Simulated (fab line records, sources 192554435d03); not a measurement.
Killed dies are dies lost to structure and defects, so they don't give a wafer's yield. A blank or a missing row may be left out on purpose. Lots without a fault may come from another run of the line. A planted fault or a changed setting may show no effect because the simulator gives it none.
Chamber matching | flow n5_finfet | N5_BEOL_M0_STRIP_140 on rie_diel-02: 4 sister chambers
The step strips in CF4. 4 wafers are shown with their chamber, then 9 later ones without.

WAFERS WITH THEIR CHAMBER
wafer  | chamber | showerhead_plenum_p_Torr (Torr)
L086.4 | 1       | 1.84
L089.6 | 0       | 1.75
L092.5 | 2       | 1.91
L092.6 | 3       | 1.80

WAFERS WITHOUT THEIR CHAMBER
wafer  | showerhead_plenum_p_Torr (Torr)
L094.1 | 1.75
L094.4 | 1.79
L094.5 | 1.79
L095.1 | 1.91
L095.3 | 1.79
L095.4 | 1.75
L097.2 | 1.75
L097.3 | 1.91
L097.5 | 1.75

WHICH CHAMBER EACH WENT THROUGH
wafer  | from the rows above | in truth
L094.1 | 0                   | 0
L094.4 | 3                   | 3
L094.5 | 3                   | 3
L095.1 | 2                   | 2
L095.3 | 3                   | 3
L095.4 | 0                   | 0
L097.2 | 0                   | 0
L097.3 | 2                   | 2
L097.5 | 0                   | 0
Placed correctly: 9 of 9. Can't be placed from these rows: 0. Placed wrongly: 0.
How it was worked out, from the rows above alone: a wafer's distance from a chamber is the root of the sum, over the readings, of the square of ((its reading less the chamber's mean) divided by the reading's scatter). The wafer belongs to the nearest chamber; if the next one is less than 2 further off, it can't be placed. A chamber's mean is the mean of its shown wafers. The scatter: with one shown wafer a chamber, the root of the mean of the squares of how far each hidden wafer lies from its nearest shown one.
